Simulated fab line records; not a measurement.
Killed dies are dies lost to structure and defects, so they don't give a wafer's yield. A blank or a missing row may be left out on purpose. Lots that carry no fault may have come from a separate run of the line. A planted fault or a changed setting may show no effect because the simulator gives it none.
Split-lot study + flow n5_finfet + on a route of 1938 steps: 7 lots, 21 wafers read

== THE SPLIT ==
At N5_BEOL_M7_VIA_ETCH_34 (etches SiCOH lowk in C4F6/O2, target depth 125.5 nm, time 50.5 s), the setting source_w was moved away from the recipe's 345 W on 11 of the 21 wafers read, by -15.9% to +7.7%. For the rest of the wafers, this setting stayed at what the recipe calls for.

The reading comes from the split's own step.

== THE READING ==
rf_vpp_V, in V, at N5_BEOL_M7_VIA_ETCH_34 (etches SiCOH lowk in C4F6/O2, target depth 125.5 nm, time 50.5 s). Fault-free wafers of this fab line usually give 667 V, standard deviation 9.8 V.

| wafer  | tool, chamber at the split | source_w as run, W | against the recipe | rf_vpp_V, V | against lot-mates on the recipe |
|--------|----------------------------|--------------------|--------------------|-------------|---------------------------------|
| L074.1 | rie_diel-03, 3             | 366.2              | +6.1%              | 654         | -8                              |
| L074.4 | rie_diel-03, 0             | 366.2              | +6.1%              | 623         | -39                             |
| L074.5 | rie_diel-03, 1             | 345                | recipe             | 662         | -                               |
| L078.3 | rie_diel-02, 2             | 371.6              | +7.7%              | 642         | -38                             |
| L078.4 | rie_diel-02, 2             | 371.6              | +7.7%              | 643         | -37                             |
| L078.6 | rie_diel-02, 0             | 345                | recipe             | 680         | -                               |
| L082.3 | rie_diel-02, 0             | 345                | recipe             | 678         | -                               |
| L082.4 | rie_diel-02, 1             | 345                | recipe             | 669         | -                               |
| L082.5 | rie_diel-02, 0             | 328.9              | -4.7%              | 696         | +22                             |
| L086.2 | rie_diel-05, 2             | 368.1              | +6.7%              | 649         | no lot-mate on the recipe       |
| L086.4 | rie_diel-05, 3             | 368.1              | +6.7%              | 648         | no lot-mate on the recipe       |
| L086.5 | rie_diel-05, 1             | 368.1              | +6.7%              | 652         | no lot-mate on the recipe       |
| L087.4 | rie_diel-03, 2             | 345                | recipe             | 661         | -                               |
| L087.5 | rie_diel-03, 3             | 290                | -15.9%             | 738         | +88                             |
| L087.6 | rie_diel-03, 0             | 345                | recipe             | 640         | -                               |
| L093.1 | rie_diel-02, 3             | 345                | recipe             | 665         | -                               |
| L093.3 | rie_diel-02, 1             | 345                | recipe             | 669         | -                               |
| L093.5 | rie_diel-02, 0             | 345                | recipe             | 678         | -                               |
| L095.3 | rie_diel-02, 3             | 345                | recipe             | 664         | -                               |
| L095.5 | rie_diel-02, 0             | 297.9              | -13.7%             | 731         | +67                             |
| L095.6 | rie_diel-02, 3             | 297.9              | -13.7%             | 717         | +53                             |

THE FIT
A straight line over all 21 wafers: rf_vpp_V changes by -3.99 V for each +1% of source_w; r = -0.94; the points scatter about the line by 11 V.
The same after taking each lot's own level away (the mean of its wafers on the recipe; 18 wafers): -4.73 V for each +1%; r = -0.97; scatter 8.6 V.
Per that fit: largest source_w move, reading shift of 75 V.
Measured against the standard deviation above, the lots' own levels, which go from 650.5 to 680.0 V, span 3.0 times it.
So the lot-to-lot level changes the slope: the two fits differ.
Check: +70.7 V against its lot-mates is what the line predicts for one of the wafers moved furthest among these (-15.9%) when that wafer is left out of the fit. Against them it came out at +87.5 V.
Tool readings at the split's step, against how far the setting was moved: rf_vpp_V r = -0.94.

== OTHER SPLITS APPLIED TO THESE WAFERS ==
Other splits were also applied to these wafers ahead of the reading. Each is held against what the fit with the lots' levels taken away leaves over:
| other split on the same wafers | wafers away from the commonest value | r with rf_vpp_V (lot level and that fit taken away) |
|--------------------------------|--------------------------------------|-----------------------------------------------------|
| N5_BEOL_M6_VIA_ETCH_34 time_s  | 4                                    | -0.20                                               |

== THE WHOLE CHAIN: every reading that the file lists as answering this split, in the file's order ==
| step                   | what it does                                                     | reading                                                        | change (the file's fit)              | r (the file's) |
|------------------------|------------------------------------------------------------------|----------------------------------------------------------------|--------------------------------------|----------------|
| N5_BEOL_M7_VIA_ETCH_34 | etches SiCOH lowk in C4F6/O2, target depth 125.5 nm, time 50.5 s | rf_vpp_V                                                       | -4.92 V for each +1% of the setting  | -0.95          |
| N5_BEOL_M7_VIA_ETCH_34 | etches SiCOH lowk in C4F6/O2, target depth 125.5 nm, time 50.5 s | etch.depth_nm (the simulator's own value, which no gauge read) | +0.68 nm for each +1% of the setting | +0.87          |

== THE FILE'S OWN FIT ==
rf_vpp_V changes by -4.92 V for each +1% of source_w, r = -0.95.
